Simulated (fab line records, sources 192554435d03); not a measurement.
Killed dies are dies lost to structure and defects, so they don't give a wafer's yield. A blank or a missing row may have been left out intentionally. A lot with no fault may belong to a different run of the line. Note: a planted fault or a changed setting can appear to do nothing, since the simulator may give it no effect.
A sampling plan put to the test | flow n5_finfet | 53 faults told of in these records, all on one fab line, each judged by the records of the lots it struck
Plan = the line's own looks (route steps where a gauge or an inspection reads the wafer without altering it). A look can be judged if struck wafers have a number there and the file gives its usual mean and standard deviation on fault-free wafers. Caught: 4 or more of those standard deviations (sigma) separate the usual mean from the mean of the struck wafers at a look after the fault's first step. On the tool: the fault's steps, tested the same way using the tool's own readings. Caught also covers a different recipe on the struck wafers, or a record left blank for those wafers only.

== THE FAULTS, as the simulator had put them in ==
1. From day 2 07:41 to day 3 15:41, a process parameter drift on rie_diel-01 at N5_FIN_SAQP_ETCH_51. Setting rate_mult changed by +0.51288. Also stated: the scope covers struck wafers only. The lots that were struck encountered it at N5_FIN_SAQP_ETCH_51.
2. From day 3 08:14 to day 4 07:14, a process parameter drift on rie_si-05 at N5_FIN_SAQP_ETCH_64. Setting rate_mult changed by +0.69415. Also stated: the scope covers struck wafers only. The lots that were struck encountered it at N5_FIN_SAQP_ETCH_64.
3. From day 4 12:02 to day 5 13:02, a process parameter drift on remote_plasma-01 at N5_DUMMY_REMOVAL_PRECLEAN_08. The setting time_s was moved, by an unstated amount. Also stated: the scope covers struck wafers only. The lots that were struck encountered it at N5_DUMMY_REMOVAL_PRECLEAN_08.
4. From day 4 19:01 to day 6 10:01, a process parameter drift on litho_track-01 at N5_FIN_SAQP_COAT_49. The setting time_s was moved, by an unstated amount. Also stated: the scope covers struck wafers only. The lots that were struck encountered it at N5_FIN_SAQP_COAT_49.
5. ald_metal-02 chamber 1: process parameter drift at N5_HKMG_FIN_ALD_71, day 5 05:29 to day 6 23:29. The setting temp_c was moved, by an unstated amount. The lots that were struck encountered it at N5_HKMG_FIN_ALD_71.
6. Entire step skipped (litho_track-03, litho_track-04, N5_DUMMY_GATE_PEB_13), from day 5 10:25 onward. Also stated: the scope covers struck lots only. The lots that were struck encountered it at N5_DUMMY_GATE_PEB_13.
7. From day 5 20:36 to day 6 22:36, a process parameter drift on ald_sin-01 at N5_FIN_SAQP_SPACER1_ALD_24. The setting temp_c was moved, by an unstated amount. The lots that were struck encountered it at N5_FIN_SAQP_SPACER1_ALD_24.
8. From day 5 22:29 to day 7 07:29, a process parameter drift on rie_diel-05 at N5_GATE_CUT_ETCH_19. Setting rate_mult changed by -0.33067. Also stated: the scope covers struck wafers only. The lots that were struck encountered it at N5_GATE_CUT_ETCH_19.
9. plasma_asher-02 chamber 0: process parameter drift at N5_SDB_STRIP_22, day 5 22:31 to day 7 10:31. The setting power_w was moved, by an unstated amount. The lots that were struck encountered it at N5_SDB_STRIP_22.
10. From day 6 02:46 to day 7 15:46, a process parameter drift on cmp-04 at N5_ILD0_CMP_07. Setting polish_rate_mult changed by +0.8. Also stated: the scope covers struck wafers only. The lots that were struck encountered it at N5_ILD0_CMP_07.
11. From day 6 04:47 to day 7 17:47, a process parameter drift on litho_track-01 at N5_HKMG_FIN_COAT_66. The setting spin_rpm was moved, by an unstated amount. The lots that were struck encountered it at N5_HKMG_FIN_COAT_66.
12. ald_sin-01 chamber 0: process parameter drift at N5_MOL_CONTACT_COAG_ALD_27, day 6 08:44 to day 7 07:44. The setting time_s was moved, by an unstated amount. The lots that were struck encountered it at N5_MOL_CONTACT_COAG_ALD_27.
13. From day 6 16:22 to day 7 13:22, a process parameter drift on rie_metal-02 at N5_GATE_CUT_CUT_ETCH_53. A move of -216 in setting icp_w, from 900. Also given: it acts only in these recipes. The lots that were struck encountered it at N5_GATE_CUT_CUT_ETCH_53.
14. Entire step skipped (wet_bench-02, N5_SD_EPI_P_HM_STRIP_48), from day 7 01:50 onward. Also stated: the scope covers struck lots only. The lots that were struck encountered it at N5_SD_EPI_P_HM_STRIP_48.
15. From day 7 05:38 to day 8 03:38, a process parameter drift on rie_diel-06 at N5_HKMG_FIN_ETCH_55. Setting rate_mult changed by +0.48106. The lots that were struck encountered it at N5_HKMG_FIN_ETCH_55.
16. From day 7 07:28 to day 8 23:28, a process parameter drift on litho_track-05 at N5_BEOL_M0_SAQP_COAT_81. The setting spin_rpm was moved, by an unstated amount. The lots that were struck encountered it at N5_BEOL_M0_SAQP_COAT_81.
17. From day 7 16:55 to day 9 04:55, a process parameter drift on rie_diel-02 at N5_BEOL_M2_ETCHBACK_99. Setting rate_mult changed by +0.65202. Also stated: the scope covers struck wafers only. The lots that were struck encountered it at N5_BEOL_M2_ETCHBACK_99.
18. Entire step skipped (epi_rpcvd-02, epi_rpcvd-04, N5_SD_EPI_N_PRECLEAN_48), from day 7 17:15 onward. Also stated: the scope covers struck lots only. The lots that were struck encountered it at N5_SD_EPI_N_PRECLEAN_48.
19. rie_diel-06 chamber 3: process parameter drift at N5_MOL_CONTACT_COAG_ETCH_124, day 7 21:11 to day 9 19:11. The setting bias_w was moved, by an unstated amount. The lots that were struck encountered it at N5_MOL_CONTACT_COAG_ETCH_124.
20. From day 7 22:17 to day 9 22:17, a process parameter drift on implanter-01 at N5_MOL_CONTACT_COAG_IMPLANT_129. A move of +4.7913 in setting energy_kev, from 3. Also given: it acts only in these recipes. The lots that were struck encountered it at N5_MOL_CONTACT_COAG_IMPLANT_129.
21. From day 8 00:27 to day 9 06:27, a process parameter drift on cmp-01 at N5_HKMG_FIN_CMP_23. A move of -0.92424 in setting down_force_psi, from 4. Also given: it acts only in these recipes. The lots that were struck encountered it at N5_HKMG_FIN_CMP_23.
22. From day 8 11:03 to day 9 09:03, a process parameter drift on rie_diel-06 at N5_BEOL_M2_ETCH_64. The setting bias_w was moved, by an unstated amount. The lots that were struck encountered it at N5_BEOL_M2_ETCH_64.
23. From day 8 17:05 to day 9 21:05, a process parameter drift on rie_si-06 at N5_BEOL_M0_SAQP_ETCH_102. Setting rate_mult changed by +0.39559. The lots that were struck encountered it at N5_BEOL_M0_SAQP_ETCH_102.
24. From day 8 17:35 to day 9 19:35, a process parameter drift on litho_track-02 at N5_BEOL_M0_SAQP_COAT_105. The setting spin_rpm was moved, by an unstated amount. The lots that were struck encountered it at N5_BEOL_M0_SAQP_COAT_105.
25. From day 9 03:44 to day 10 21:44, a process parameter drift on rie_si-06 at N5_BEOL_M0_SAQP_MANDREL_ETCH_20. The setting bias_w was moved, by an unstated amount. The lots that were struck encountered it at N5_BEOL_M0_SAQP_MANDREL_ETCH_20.
26. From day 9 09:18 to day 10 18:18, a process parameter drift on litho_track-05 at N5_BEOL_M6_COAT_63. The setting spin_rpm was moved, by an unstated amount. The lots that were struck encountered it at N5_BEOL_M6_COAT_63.
27. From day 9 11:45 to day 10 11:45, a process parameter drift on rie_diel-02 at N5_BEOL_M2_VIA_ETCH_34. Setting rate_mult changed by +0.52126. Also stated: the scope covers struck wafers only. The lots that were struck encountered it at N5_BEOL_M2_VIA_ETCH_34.
28. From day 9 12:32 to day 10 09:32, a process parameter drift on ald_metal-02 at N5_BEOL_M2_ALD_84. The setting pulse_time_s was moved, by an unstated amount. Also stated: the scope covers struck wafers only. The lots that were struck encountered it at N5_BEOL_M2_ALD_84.
29. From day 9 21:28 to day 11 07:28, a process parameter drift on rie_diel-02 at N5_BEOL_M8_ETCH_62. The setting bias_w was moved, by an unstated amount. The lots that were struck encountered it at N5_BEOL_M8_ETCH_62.
30. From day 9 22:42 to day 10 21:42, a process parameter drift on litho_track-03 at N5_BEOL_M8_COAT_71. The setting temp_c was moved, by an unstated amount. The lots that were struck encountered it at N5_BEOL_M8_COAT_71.
31. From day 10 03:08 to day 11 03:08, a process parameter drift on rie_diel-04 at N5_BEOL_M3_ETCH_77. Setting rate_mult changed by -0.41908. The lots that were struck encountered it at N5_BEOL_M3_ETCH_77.
32. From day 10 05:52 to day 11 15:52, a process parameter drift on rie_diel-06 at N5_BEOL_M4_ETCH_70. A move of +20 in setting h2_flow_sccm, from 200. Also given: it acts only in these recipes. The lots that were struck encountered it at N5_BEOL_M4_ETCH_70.
33. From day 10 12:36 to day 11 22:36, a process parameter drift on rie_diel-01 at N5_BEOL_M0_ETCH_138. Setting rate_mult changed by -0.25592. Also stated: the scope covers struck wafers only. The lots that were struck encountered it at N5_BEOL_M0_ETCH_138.
34. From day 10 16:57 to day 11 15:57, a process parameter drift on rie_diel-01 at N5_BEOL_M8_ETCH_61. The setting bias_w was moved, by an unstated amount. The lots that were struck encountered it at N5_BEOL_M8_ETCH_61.
35. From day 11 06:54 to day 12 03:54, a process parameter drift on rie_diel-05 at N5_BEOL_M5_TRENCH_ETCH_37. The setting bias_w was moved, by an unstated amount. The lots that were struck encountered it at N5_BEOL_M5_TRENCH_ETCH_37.
36. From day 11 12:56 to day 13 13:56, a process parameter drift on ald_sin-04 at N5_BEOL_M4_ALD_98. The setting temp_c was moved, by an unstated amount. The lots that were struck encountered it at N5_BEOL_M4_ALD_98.
37. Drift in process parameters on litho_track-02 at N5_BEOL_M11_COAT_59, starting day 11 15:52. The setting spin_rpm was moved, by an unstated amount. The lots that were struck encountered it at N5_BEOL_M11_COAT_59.
38. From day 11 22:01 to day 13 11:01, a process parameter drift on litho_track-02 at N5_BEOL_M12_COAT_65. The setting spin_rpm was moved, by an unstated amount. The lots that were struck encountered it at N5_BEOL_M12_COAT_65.
39. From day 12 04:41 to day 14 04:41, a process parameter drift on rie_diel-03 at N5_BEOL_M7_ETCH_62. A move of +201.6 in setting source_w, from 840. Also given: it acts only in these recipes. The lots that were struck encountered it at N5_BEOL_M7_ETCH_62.
40. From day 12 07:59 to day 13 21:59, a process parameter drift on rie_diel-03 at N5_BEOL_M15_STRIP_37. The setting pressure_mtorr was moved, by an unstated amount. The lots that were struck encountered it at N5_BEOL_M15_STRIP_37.
41. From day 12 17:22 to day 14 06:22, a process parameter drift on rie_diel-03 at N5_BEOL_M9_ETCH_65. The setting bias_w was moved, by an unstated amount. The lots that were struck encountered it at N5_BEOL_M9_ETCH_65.
42. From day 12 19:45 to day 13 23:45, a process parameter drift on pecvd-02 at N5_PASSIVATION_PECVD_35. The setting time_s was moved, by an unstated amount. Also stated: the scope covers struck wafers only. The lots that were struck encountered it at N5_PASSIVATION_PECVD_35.
43. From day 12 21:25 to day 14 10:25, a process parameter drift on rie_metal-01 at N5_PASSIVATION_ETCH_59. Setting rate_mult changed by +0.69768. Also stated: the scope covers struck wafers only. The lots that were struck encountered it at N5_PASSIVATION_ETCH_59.
44. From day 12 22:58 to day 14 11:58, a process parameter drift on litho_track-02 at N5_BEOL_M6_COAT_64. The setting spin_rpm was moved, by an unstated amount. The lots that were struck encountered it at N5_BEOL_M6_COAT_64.
45. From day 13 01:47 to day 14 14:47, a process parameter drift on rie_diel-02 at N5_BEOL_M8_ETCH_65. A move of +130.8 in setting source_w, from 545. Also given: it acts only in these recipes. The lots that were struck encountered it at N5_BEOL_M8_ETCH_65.
46. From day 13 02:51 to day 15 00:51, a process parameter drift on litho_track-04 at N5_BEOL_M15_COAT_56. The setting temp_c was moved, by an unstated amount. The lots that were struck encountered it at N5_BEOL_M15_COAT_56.
47. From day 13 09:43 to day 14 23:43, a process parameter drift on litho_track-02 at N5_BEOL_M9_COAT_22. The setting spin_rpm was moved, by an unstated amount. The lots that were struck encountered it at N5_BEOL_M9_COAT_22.
48. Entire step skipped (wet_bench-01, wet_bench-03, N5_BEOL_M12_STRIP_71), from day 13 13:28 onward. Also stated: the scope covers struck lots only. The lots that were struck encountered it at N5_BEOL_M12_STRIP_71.
49. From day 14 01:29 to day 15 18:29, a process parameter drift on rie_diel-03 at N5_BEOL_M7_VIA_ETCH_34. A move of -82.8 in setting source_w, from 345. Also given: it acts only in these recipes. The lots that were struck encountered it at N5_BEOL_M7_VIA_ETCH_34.
50. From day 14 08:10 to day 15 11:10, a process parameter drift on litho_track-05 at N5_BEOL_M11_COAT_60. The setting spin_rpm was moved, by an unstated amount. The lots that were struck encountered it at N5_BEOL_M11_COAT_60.
51. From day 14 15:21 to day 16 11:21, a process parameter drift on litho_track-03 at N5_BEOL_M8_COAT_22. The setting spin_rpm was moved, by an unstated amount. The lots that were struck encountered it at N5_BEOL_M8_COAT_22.
52. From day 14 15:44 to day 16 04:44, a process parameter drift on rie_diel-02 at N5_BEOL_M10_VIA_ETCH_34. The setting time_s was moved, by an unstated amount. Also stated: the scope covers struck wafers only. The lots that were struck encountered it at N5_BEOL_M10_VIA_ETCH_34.
53. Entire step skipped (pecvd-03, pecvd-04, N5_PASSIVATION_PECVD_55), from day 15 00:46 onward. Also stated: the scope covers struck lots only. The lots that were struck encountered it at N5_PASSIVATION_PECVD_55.

== WHAT THE PLAN SAW ==
fault | on the tool itself                               | first look that catches it                      | reading, sigma                                  | median hours from its first step to that look | hours from the fault's start to the first struck lot there | judged looks passed uncaught
1     | etch_rf_on_time_s -11 sigma                      | not the one look that can be judged after it    | -                                               | -                                             | -                                                          | 1
2     | oes_product_au +17 sigma                         | not the one look that can be judged after it    | -                                               | -                                             | -                                                          | 1
3     | under 2 sigma                                    | not the one look that can be judged after it    | -                                               | -                                             | -                                                          | 1
4     | run_length_s -27 sigma                           | not the one look that can be judged after it    | -                                               | -                                             | -                                                          | 1
5     | susceptor_temp_C +43 sigma                       | not the one look that can be judged after it    | strongest: VT_P at N5_BEOL_M4_RC_MEAS_101, +2.1 | -                                             | -                                                          | 1
6     | the tool's record is blank for the struck wafers | no look after it can be judged                  | -                                               | -                                             | -                                                          | 0
7     | susceptor_temp_C +61 sigma                       | not the one look that can be judged after it    | -                                               | -                                             | -                                                          | 1
8     | etch_rf_on_time_s +41 sigma                      | none of the 2 looks that can be judged after it | -                                               | -                                             | -                                                          | 2
9     | strip_time_to_endpoint_s +13 sigma               | not the one look that can be judged after it    | -                                               | -                                             | -                                                          | 1
10    | under 2 sigma                                    | N5_ILD0_THK_MEAS_08                             | thk_nm -4.1                                     | 0.3                                           | 7                                                          | 0
11    | spin_speed_rpm +97 sigma                         | not the one look that can be judged after it    | -                                               | -                                             | -                                                          | 1
12    | run_length_s -99 or beyond sigma                 | not the one look that can be judged after it    | -                                               | -                                             | -                                                          | 1
13    | rf_fwd_power_W -70 sigma                         | not the one look that can be judged after it    | -                                               | -                                             | -                                                          | 1
14    | the tool's record is blank for the struck wafers | not the one look that can be judged after it    | -                                               | -                                             | -                                                          | 1
15    | only faintly: oes_product_au +2.9 sigma          | not the one look that can be judged after it    | -                                               | -                                             | -                                                          | 1
16    | spin_speed_rpm -46 sigma                         | not the one look that can be judged after it    | -                                               | -                                             | -                                                          | 1
17    | oes_product_au +4.3 sigma                        | not the one look that can be judged after it    | -                                               | -                                             | -                                                          | 1
18    | the tool's record is blank for the struck wafers | not the one look that can be judged after it    | -                                               | -                                             | -                                                          | 1
19    | bias_w +13 sigma                                 | not the one look that can be judged after it    | -                                               | -                                             | -                                                          | 1
20    | beam_energy_keV +99 or beyond sigma              | not the one look that can be judged after it    | -                                               | -                                             | -                                                          | 1
21    | head_pressure_psi -99 or beyond sigma            | not the one look that can be judged after it    | -                                               | -                                             | -                                                          | 1
22    | bias_w -74 sigma                                 | none of the 2 looks that can be judged after it | -                                               | -                                             | -                                                          | 2
23    | oes_product_au +12 sigma                         | not the one look that can be judged after it    | -                                               | -                                             | -                                                          | 1
24    | spin_speed_rpm -97 sigma                         | not the one look that can be judged after it    | -                                               | -                                             | -                                                          | 1
25    | bias_w +86 sigma                                 | not the one look that can be judged after it    | -                                               | -                                             | -                                                          | 1
26    | spin_speed_rpm +40 sigma                         | not the one look that can be judged after it    | -                                               | -                                             | -                                                          | 1
27    | only faintly: oes_product_au +3.5 sigma          | not the one look that can be judged after it    | -                                               | -                                             | -                                                          | 1
28    | under 2 sigma                                    | not the one look that can be judged after it    | -                                               | -                                             | -                                                          | 1
29    | bias_w +25 sigma                                 | not the one look that can be judged after it    | -                                               | -                                             | -                                                          | 1
30    | plate_temp_C +91 sigma                           | no look after it can be judged                  | -                                               | -                                             | -                                                          | 0
31    | etch_rf_on_time_s +45 sigma                      | not the one look that can be judged after it    | -                                               | -                                             | -                                                          | 1
32    | h2_flow_sccm +32 sigma                           | none of the 2 looks that can be judged after it | -                                               | -                                             | -                                                          | 2
33    | etch_rf_on_time_s +10 sigma                      | not the one look that can be judged after it    | -                                               | -                                             | -                                                          | 1
34    | bias_w +28 sigma                                 | no look after it can be judged                  | -                                               | -                                             | -                                                          | 0
35    | bias_w +37 sigma                                 | no look after it can be judged                  | -                                               | -                                             | -                                                          | 0
36    | susceptor_temp_C -22 sigma                       | not the one look that can be judged after it    | -                                               | -                                             | -                                                          | 1
37    | spin_speed_rpm -99 or beyond sigma               | no look after it can be judged                  | -                                               | -                                             | -                                                          | 0
38    | spin_speed_rpm +33 sigma                         | not the one look that can be judged after it    | -                                               | -                                             | -                                                          | 1
39    | rf_fwd_power_W +74 sigma                         | no look after it can be judged                  | -                                               | -                                             | -                                                          | 0
40    | chamber_pressure_mTorr +99 or beyond sigma       | no look after it can be judged                  | -                                               | -                                             | -                                                          | 0
41    | bias_w +33 sigma                                 | no look after it can be judged                  | -                                               | -                                             | -                                                          | 0
42    | run_length_s +9.8 sigma                          | no look after it can be judged                  | -                                               | -                                             | -                                                          | 0
43    | oes_product_au +5.0 sigma                        | no look after it can be judged                  | -                                               | -                                             | -                                                          | 0
44    | spin_speed_rpm +99 or beyond sigma               | not the one look that can be judged after it    | -                                               | -                                             | -                                                          | 1
45    | rf_fwd_power_W +76 sigma                         | no look after it can be judged                  | -                                               | -                                             | -                                                          | 0
46    | plate_temp_C +60 sigma                           | not the one look that can be judged after it    | -                                               | -                                             | -                                                          | 1
47    | spin_speed_rpm -54 sigma                         | no look after it can be judged                  | -                                               | -                                             | -                                                          | 0
48    | the tool's record is blank for the struck wafers | no look after it can be judged                  | -                                               | -                                             | -                                                          | 0
49    | rf_fwd_power_W -63 sigma                         | no look after it can be judged                  | -                                               | -                                             | -                                                          | 0
50    | spin_speed_rpm -47 sigma                         | not the one look that can be judged after it    | -                                               | -                                             | -                                                          | 1
51    | spin_speed_rpm -89 sigma                         | no look after it can be judged                  | -                                               | -                                             | -                                                          | 0
52    | run_length_s +20 sigma                           | no look after it can be judged                  | -                                               | -                                             | -                                                          | 0
53    | the tool's record is blank for the struck wafers | no look after it can be judged                  | -                                               | -                                             | -                                                          | 0
A dash: this means the fault isn't caught or the number doesn't appear in these records.

Caught at a look: 1 of 53. Caught on the tool: 48 of 53. By one or the other: 49 of 53.
Faults 1, 2, 4, 5, 6, 7, 8, 9, 11, 12, 13, 14, 16, 17, 18, 19, 20, 21, 22, 23, 24, 25, 26, 29, 30, 31, 32, 33, 34, 35, 36, 37, 38, 39, 40, 41, 42, 43, 44, 45, 46, 47, 48, 49, 50, 51, 52, 53 were caught on the tool alone.
Caught at a look alone: fault 10.
Caught by neither: faults 3, 15, 27, 28.

== THINNER SAMPLING ==
Were the look that catches a fault to measure just every second or every third lot (counted by lot number), the first struck lot would, at worst, be measured this late:
fault | struck lots at that look, in order of time | every lot | every second lot | every third lot
10    | L922                                       | 7 h       | may miss it      | may miss it
Hours count from the start of the fault until the first struck lot that is measured. Since the struck wafers were tested as one group against 4 sigma, a single lot by itself may lie under the limit. Other struck lots may not be in these records.

== THE LONGEST TIMED WAY FROM STEP TO LOOK ==
Fault 10: a median of 0.3 hours passes between N5_ILD0_CMP_07 and N5_ILD0_THK_MEAS_08. No look between them can be judged.
